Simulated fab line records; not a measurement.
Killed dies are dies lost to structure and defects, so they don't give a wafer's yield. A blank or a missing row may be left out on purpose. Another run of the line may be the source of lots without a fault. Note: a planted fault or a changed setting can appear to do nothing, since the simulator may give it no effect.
Which tool is to blame? :: flow nand-harc :: 13 lots with 39 wafers sampled at 5 steps, on a route of 1302 steps

== WHAT THE GAUGES READ, wafer by wafer ==
NHARC_END_SORT_01. Usual: for defect-limited-yield, 90.2 % with a standard deviation of 2.3; for killed-at-array, 62 with a standard deviation of 15; for killed-at-other, 0.8 with a standard deviation of 1; for killed-at-periphery, 3.7 with a standard deviation of 2.6; for killed-dies, 66 with a standard deviation of 15; for killed-open, 3.1 with a standard deviation of 1.8; for killed-short, 2.6 with a standard deviation of 1.7.
lot: L748
measured: day 24 05:52
on: prober-01
defect-limited-yield (%): 90.8 90.5 90.7
killed-at-array: 61 62 62
killed-at-other: 0 0 0
killed-at-periphery: 1 2 1
killed-dies: 62 64 63
killed-open: 6 5 2
killed-short: 1 2 4
flag: 

lot: L759
measured: day 29 02:34
on: prober-01
defect-limited-yield (%): 92.6 93.5 92.3
killed-at-array: 47 41 50
killed-at-other: 2 1 1
killed-at-periphery: 1 2 1
killed-dies: 50 44 52
killed-open: 5 2 1
killed-short: 3 2 5
flag: 

lot: L758
measured: day 29 11:07
on: prober-01
defect-limited-yield (%): 90.7 91.3 90.4
killed-at-array: 61 55 64
killed-at-other: 0 0 0
killed-at-periphery: 2 4 1
killed-dies: 63 59 65
killed-open: 1 0 1
killed-short: 3 3 2
flag: 

lot: L761
measured: day 31 13:26
on: prober-01
defect-limited-yield (%): 0.1 0.1 0.1
killed-at-array: 670 669 673
killed-at-other: 1 0 0
killed-at-periphery: 5 7 3
killed-dies: 676 676 676
killed-open: 3 1 5
killed-short: 4 3 2
flag: OFF

lot: L767
measured: day 32 03:32
on: prober-01
defect-limited-yield (%): 0.1 0.4 0
killed-at-array: 670 668 671
killed-at-other: 3 2 0
killed-at-periphery: 3 4 6
killed-dies: 676 674 677
killed-open: 2 6 2
killed-short: 0 4 6
flag: OFF

== EACH LOT AND THE TOOL THAT RAN IT (in order: tool; ch and the chambers of the sampled wafers; start) ==
lot: L748
NHARC_A_BONDPAD_ECD_18: ecd-cu-02 ch 0,1, day 23 01:49
NHARC_THIN_TSV_STRIP_45: plasma-asher-01 ch 0,1, day 23 15:23
NHARC_THIN_TSV_ANNEAL_52: rtp-anneal-02 ch 0, day 23 18:19
NHARC_THIN_TSV_DESCUM_35: rie-diel-06 ch 0,3, day 23 20:17

lot: L747
NHARC_A_BONDPAD_ECD_18: ecd-cu-01 ch 0,1, day 23 03:10
NHARC_THIN_TSV_STRIP_45: plasma-asher-01 ch 0,1, day 23 17:43
NHARC_THIN_TSV_ANNEAL_52: rtp-anneal-01 ch 0, day 23 20:41
NHARC_THIN_TSV_DESCUM_35: rie-diel-06 ch 0,1,3, day 23 22:51

lot: L749
NHARC_A_BONDPAD_ECD_18: ecd-cu-02 ch 0,1, day 23 17:31
NHARC_THIN_TSV_STRIP_45: plasma-asher-01 ch 0,1, day 24 08:27
NHARC_THIN_TSV_ANNEAL_52: rtp-anneal-01 ch 0, day 24 11:38
NHARC_THIN_TSV_DESCUM_35: rie-diel-06 ch 0,1,2, day 24 13:35

lot: L751
NHARC_A_BONDPAD_ECD_18: ecd-cu-02 ch 1, day 24 19:19
NHARC_THIN_TSV_STRIP_45: plasma-asher-01 ch 0,1, day 25 10:07
NHARC_THIN_TSV_ANNEAL_52: rtp-anneal-02 ch 0, day 25 13:04
NHARC_THIN_TSV_DESCUM_35: rie-diel-13 ch 0,3, day 25 15:11

lot: L750
NHARC_A_BONDPAD_ECD_18: ecd-cu-01 ch 0,1, day 24 20:21
NHARC_THIN_TSV_STRIP_45: plasma-asher-02 ch 0,1, day 25 11:18
NHARC_THIN_TSV_ANNEAL_52: rtp-anneal-01 ch 0, day 25 14:17
NHARC_THIN_TSV_DESCUM_35: rie-diel-06 ch 2,3, day 25 16:21

lot: L752
NHARC_A_BONDPAD_ECD_18: ecd-cu-02 ch 0,1, day 25 11:35
NHARC_THIN_TSV_STRIP_45: plasma-asher-01 ch 0,1, day 26 03:07
NHARC_THIN_TSV_ANNEAL_52: rtp-anneal-02 ch 0, day 26 06:02
NHARC_THIN_TSV_DESCUM_35: rie-diel-06 ch 0,2,3, day 26 07:56

lot: L754
NHARC_A_BONDPAD_ECD_18: ecd-cu-02 ch 0,1, day 26 10:57
NHARC_THIN_TSV_STRIP_45: plasma-asher-01 ch 0,1, day 27 01:29
NHARC_THIN_TSV_ANNEAL_52: rtp-anneal-01 ch 0, day 27 04:33
NHARC_THIN_TSV_DESCUM_35: rie-diel-13 ch 0,2,3, day 27 06:31

lot: L755
NHARC_A_BONDPAD_ECD_18: ecd-cu-02 ch 0,1, day 26 14:43
NHARC_THIN_TSV_STRIP_45: plasma-asher-02 ch 0,1, day 27 07:50
NHARC_THIN_TSV_ANNEAL_52: rtp-anneal-02 ch 0, day 27 10:46
NHARC_THIN_TSV_DESCUM_35: rie-diel-06 ch 0,1,3, day 27 12:47

lot: L753
NHARC_A_BONDPAD_ECD_18: ecd-cu-01 ch 0,1, day 26 18:28
NHARC_THIN_TSV_STRIP_45: plasma-asher-01 ch 0,1, day 27 08:59
NHARC_THIN_TSV_ANNEAL_52: rtp-anneal-01 ch 0, day 27 11:59
NHARC_THIN_TSV_DESCUM_35: rie-diel-06 ch 1,2,3, day 27 13:50

lot: L759
NHARC_A_BONDPAD_ECD_18: ecd-cu-01 ch 0,1, day 27 22:43
NHARC_THIN_TSV_STRIP_45: plasma-asher-02 ch 1, day 28 13:32
NHARC_THIN_TSV_ANNEAL_52: rtp-anneal-01 ch 0, day 28 16:24
NHARC_THIN_TSV_DESCUM_35: rie-diel-13 ch 1,3, day 28 18:23

lot: L758
NHARC_A_BONDPAD_ECD_18: ecd-cu-02 ch 0,1, day 28 04:30
NHARC_THIN_TSV_STRIP_45: plasma-asher-01 ch 0,1, day 28 18:56
NHARC_THIN_TSV_ANNEAL_52: rtp-anneal-01 ch 0, day 28 21:53
NHARC_THIN_TSV_DESCUM_35: rie-diel-10 ch 0,1,2, day 28 23:56

lot: L761
NHARC_A_BONDPAD_ECD_18: ecd-cu-02 ch 0,1, day 30 06:19
NHARC_THIN_TSV_STRIP_45: -
NHARC_THIN_TSV_ANNEAL_52: -
NHARC_THIN_TSV_DESCUM_35: -

lot: L767
NHARC_A_BONDPAD_ECD_18: ecd-cu-02 ch 0,1, day 30 22:16
NHARC_THIN_TSV_STRIP_45: -
NHARC_THIN_TSV_ANNEAL_52: -
NHARC_THIN_TSV_DESCUM_35: -
- NHARC_A_BONDPAD_ECD_18: material Cu, target thk 400 nm.
- NHARC_THIN_TSV_STRIP_45: strips in O2.
- NHARC_THIN_TSV_ANNEAL_52: time 90 s.
- NHARC_THIN_TSV_DESCUM_35: chemistry O2, time 3 s.

== WHAT THE TOOLS THEMSELVES READ (means of the sampled wafers that have a number; where no wafer has one, the mark that the record gives instead) ==
NHARC_THIN_TSV_STRIP_45. Usual: drypump-motor-current-A 6.22 A, standard deviation 0.21; heater-power-w 350 W, standard deviation 33.
lot: L748
tool: plasma-asher-01
drypump-motor-current-A (A): 6.08
heater-power-w (W): 313
flag: 

lot: L747
tool: plasma-asher-01
drypump-motor-current-A (A): 6.05
heater-power-w (W): 316
flag: 

lot: L749
tool: plasma-asher-01
drypump-motor-current-A (A): 6.06
heater-power-w (W): 315
flag: 

lot: L751
tool: plasma-asher-01
drypump-motor-current-A (A): 5.99
heater-power-w (W): 313
flag: 

lot: L750
tool: plasma-asher-02
drypump-motor-current-A (A): 6.36
heater-power-w (W): 365
flag: 

lot: L752
tool: plasma-asher-01
drypump-motor-current-A (A): 5.98
heater-power-w (W): 315
flag: 

lot: L754
tool: plasma-asher-01
drypump-motor-current-A (A): 6.06
heater-power-w (W): 311
flag: 

lot: L755
tool: plasma-asher-02
drypump-motor-current-A (A): 6.34
heater-power-w (W): 384
flag: 

lot: L753
tool: plasma-asher-01
drypump-motor-current-A (A): 5.98
heater-power-w (W): 313
flag: 

lot: L759
tool: plasma-asher-02
drypump-motor-current-A (A): 6.44
heater-power-w (W): 384
flag: 

lot: L758
tool: plasma-asher-01
drypump-motor-current-A (A): 5.97
heater-power-w (W): 316
flag: 

NHARC_THIN_TSV_ANNEAL_52. Usual: wafer_temp_C_max at 226.4, with a standard deviation of 0.52.
lot: L748
tool: rtp-anneal-02
wafer_temp_C_max: 226.8
flag: 

lot: L747
tool: rtp-anneal-01
wafer_temp_C_max: 225.9
flag: 

lot: L749
tool: rtp-anneal-01
wafer_temp_C_max: 225.8
flag: 

lot: L751
tool: rtp-anneal-02
wafer_temp_C_max: 226.9
flag: 

lot: L750
tool: rtp-anneal-01
wafer_temp_C_max: 225.8
flag: 

lot: L752
tool: rtp-anneal-02
wafer_temp_C_max: 226.7
flag: 

lot: L754
tool: rtp-anneal-01
wafer_temp_C_max: 225.9
flag: 

lot: L755
tool: rtp-anneal-02
wafer_temp_C_max: 226.8
flag: 

lot: L753
tool: rtp-anneal-01
wafer_temp_C_max: 226.0
flag: 

lot: L759
tool: rtp-anneal-01
wafer_temp_C_max: 225.6
flag: 

lot: L758
tool: rtp-anneal-01
wafer_temp_C_max: 225.9
flag: 

NHARC_THIN_TSV_DESCUM_35. Usual: drypump-motor-current-A 5.9 A, standard deviation 0.46; mfc-ar-sccm 0.004 sccm, standard deviation 0.0074; oes-product-au 0.999 a.u., standard deviation 0.0097; rf-vpp-V 57.8 V, standard deviation 0.8; showerhead-plenum-p-Torr 1.94 Torr, standard deviation 0.057; throttle-valve-pct 11.311 %, standard deviation 0.01.
lot: L748
tool: rie-diel-06
drypump-motor-current-A (A): 6.0
mfc-ar-sccm (sccm): 0.014
oes-product-au (a.u.): 1.006
rf-vpp-V (V): 58.2
showerhead-plenum-p-Torr (Torr): 1.96
throttle-valve-pct (%): 11.312
flag: 

lot: L747
tool: rie-diel-06
drypump-motor-current-A (A): 5.8
mfc-ar-sccm (sccm): 0.007
oes-product-au (a.u.): 1.002
rf-vpp-V (V): 58.4
showerhead-plenum-p-Torr (Torr): 1.97
throttle-valve-pct (%): 11.307
flag: 

lot: L749
tool: rie-diel-06
drypump-motor-current-A (A): 6.0
mfc-ar-sccm (sccm): 0.000
oes-product-au (a.u.): 0.997
rf-vpp-V (V): 57.7
showerhead-plenum-p-Torr (Torr): 1.95
throttle-valve-pct (%): 11.320
flag: 

lot: L751
tool: rie-diel-13
drypump-motor-current-A (A): 5.4
mfc-ar-sccm (sccm): 0.000
oes-product-au (a.u.): 0.999
rf-vpp-V (V): 57.6
showerhead-plenum-p-Torr (Torr): 1.93
throttle-valve-pct (%): 11.309
flag: 

lot: L750
tool: rie-diel-06
drypump-motor-current-A (A): 6.3
mfc-ar-sccm (sccm): 0.014
oes-product-au (a.u.): 1.006
rf-vpp-V (V): 57.2
showerhead-plenum-p-Torr (Torr): 1.95
throttle-valve-pct (%): 11.313
flag: 

lot: L752
tool: rie-diel-06
drypump-motor-current-A (A): 6.2
mfc-ar-sccm (sccm): 0.007
oes-product-au (a.u.): 1.014
rf-vpp-V (V): 57.8
showerhead-plenum-p-Torr (Torr): 1.94
throttle-valve-pct (%): 11.306
flag: 

lot: L754
tool: rie-diel-13
drypump-motor-current-A (A): 5.6
mfc-ar-sccm (sccm): 0.000
oes-product-au (a.u.): 0.995
rf-vpp-V (V): 57.9
showerhead-plenum-p-Torr (Torr): 1.94
throttle-valve-pct (%): 11.309
flag: 

lot: L755
tool: rie-diel-06
drypump-motor-current-A (A): 5.8
mfc-ar-sccm (sccm): 0.007
oes-product-au (a.u.): 1.003
rf-vpp-V (V): 58.4
showerhead-plenum-p-Torr (Torr): 1.97
throttle-valve-pct (%): 11.304
flag: 

lot: L753
tool: rie-diel-06
drypump-motor-current-A (A): 6.1
mfc-ar-sccm (sccm): 0.007
oes-product-au (a.u.): 0.998
rf-vpp-V (V): 56.9
showerhead-plenum-p-Torr (Torr): 1.96
throttle-valve-pct (%): 11.310
flag: 

lot: L759
tool: rie-diel-13
drypump-motor-current-A (A): 5.2
mfc-ar-sccm (sccm): 0.000
oes-product-au (a.u.): 0.993
rf-vpp-V (V): 57.6
showerhead-plenum-p-Torr (Torr): 1.98
throttle-valve-pct (%): 11.306
flag: 

lot: L758
tool: rie-diel-10
drypump-motor-current-A (A): 5.8
mfc-ar-sccm (sccm): 0.005
oes-product-au (a.u.): 1.009
rf-vpp-V (V): 58.1
showerhead-plenum-p-Torr (Torr): 1.92
throttle-valve-pct (%): 11.305
flag: 

== THE ANSWER, worked out from the rows above alone ==
Rule: a lot is off if the mean of its wafers that have a number lies more than 3 standard deviations from the usual mean. A lot without any number at a reading at which 4 lots or more have one is off too. Any other lot the step has rows for is counted as sound. Order of review: gauges by route order, followed by the tools' own readings, for which a lot's mean as printed above is used. At the first step where some lot is off, the reading lying furthest off is the one used; lots without a number count as furthest.
Off: L761, L767, at NHARC_END_SORT_01 (killed-dies). Neither off nor sound, because the step has no rows for them: L747, L749, L751, L750, L752, L754, L755, L753.
If a tool, at a process step before that reading, ran all the lots that are off and no sound lot after the first of them, it fits. The gauges at NHARC_END_SORT_01 are tried like those tools. Can't be told from this: 2 tools fit, ecd-cu-02 at NHARC_A_BONDPAD_ECD_18, prober-01 at NHARC_END_SORT_01.

== WHAT THE SIMULATOR HAD PUT IN ==
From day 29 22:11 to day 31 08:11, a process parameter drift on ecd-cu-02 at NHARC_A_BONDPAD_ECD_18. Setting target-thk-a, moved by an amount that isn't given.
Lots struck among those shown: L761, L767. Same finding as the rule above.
